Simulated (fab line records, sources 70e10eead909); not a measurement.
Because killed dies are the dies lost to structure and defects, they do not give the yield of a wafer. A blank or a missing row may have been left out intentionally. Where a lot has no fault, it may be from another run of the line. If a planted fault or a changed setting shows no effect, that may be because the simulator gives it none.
A struck lot beside a sound one | flow nand-harc | 15 out of 1159 route steps
Sound: these wafers, L544.2, L544.3, L544.4. Struck: wafer L548.4 (L548.1, L548.6, from the same lot, were not struck and are left out); the cause is given at the end.
Each step with rows lists, per side, the tool, then ch with its chambers, then its first start. Under that, the readings that differ: sound wafers | struck wafers | difference of the means | sigmas: that difference in standard deviations of wafers without a fault.
alike: readings with means less than 2 such deviations apart, plus words and numbers identical on both sides. not compared: withheld readings, readings lacking a value on some wafer, bounds such as >300 that could conceal the same value, and numbers that have no deviation in the record and whose values overlap.
Wherever a step has rows on one side only, a row that says differs or no value, or a row with sigmas, the two part there. When numbers do not overlap yet have no deviation, they are printed without sigmas and do not part them. Lack of a reading on every wafer of one side parts them only where that side has two or more wafers.

first, 1 step without rows for these wafers: NHARC_A_ONON_D1_DEP_06 (target thk 1000 nm).
NHARC_A_ONON_D1_THK_MEAS_08: measures by ellipsometry.
  struck on film-metro-01, day 10 23:28; sound on film-metro-01, day 9 13:14
  alike: thk-nm
then, 1 step without rows for these wafers: NHARC_A_ONON_D1_DEP_09 (target thk 1000 nm).
NHARC_A_ONON_D1_THK_MEAS_11: measures by ellipsometry.
  struck on film-metro-02, day 11 00:02; sound on film-metro-01, day 9 13:47
  reading     | sound       | struck | difference | sigmas
  thk-nm (nm) | 988 987 989 | 1013   | +25        | +3
then, 1 step without rows for these wafers: NHARC_A_ONON_D1_DEP_12 (target thk 1000 nm).
NHARC_A_ONON_D1_THK_MEAS_14: measures by ellipsometry.
  struck on film-metro-02, day 11 00:36; sound on film-metro-01, day 9 14:29
  alike: thk-nm
then, 2 steps without rows for these wafers: NHARC_A_ONON_D1_ANNEAL_15 (time 3600 s); NHARC_A_ONON_D1_DEP_16 (target thk 1000 nm).
NHARC_A_ONON_D1_THK_MEAS_18: measures by ellipsometry.
  struck on film-metro-01, day 11 07:43; sound on film-metro-02, day 9 22:36
  alike: thk-nm
then, 1 step without rows for these wafers: NHARC_A_ONON_D1_DEP_19 (target thk 1000 nm).
NHARC_A_ONON_D1_THK_MEAS_21: measures by ellipsometry.
  struck on film-metro-01, day 11 08:17; sound on film-metro-01, day 9 23:10
  alike: thk-nm
NHARC_A_ONON_D1_DEP_22: target thk 1000 nm.
  sound on pecvd-onon-01 ch 0, day 9 23:17; struck on pecvd-onon-01 ch 0, day 11 08:21
  alike: n2-flow-sccm
NHARC_A_ONON_D1_THK_MEAS_24: measures by ellipsometry.
  struck on film-metro-01, day 11 08:52; sound on film-metro-02, day 9 23:44
  reading     | sound       | struck | difference | sigmas
  thk-nm (nm) | 988 988 988 | 1301   | +313       | +33
then, 1 step without rows for these wafers: NHARC_A_ONON_D1_DEP_25 (target thk 1000 nm).
-- record jumps: 11 days between struck wafers' starts before vs after; left off in module A_ONON_D1, resumes in module END, first step shown is number 1159 of the route --
NHARC_END_SORT_01:
  here the record holds rows for the struck wafers (prober-01 ch 0, day 22 16:34) but none for the sound ones

== WHERE THEY PART ==
Earliest at NHARC_A_ONON_D1_THK_MEAS_11; latest, in this record, at NHARC_END_SORT_01.

WHY: what had been put in by the simulator
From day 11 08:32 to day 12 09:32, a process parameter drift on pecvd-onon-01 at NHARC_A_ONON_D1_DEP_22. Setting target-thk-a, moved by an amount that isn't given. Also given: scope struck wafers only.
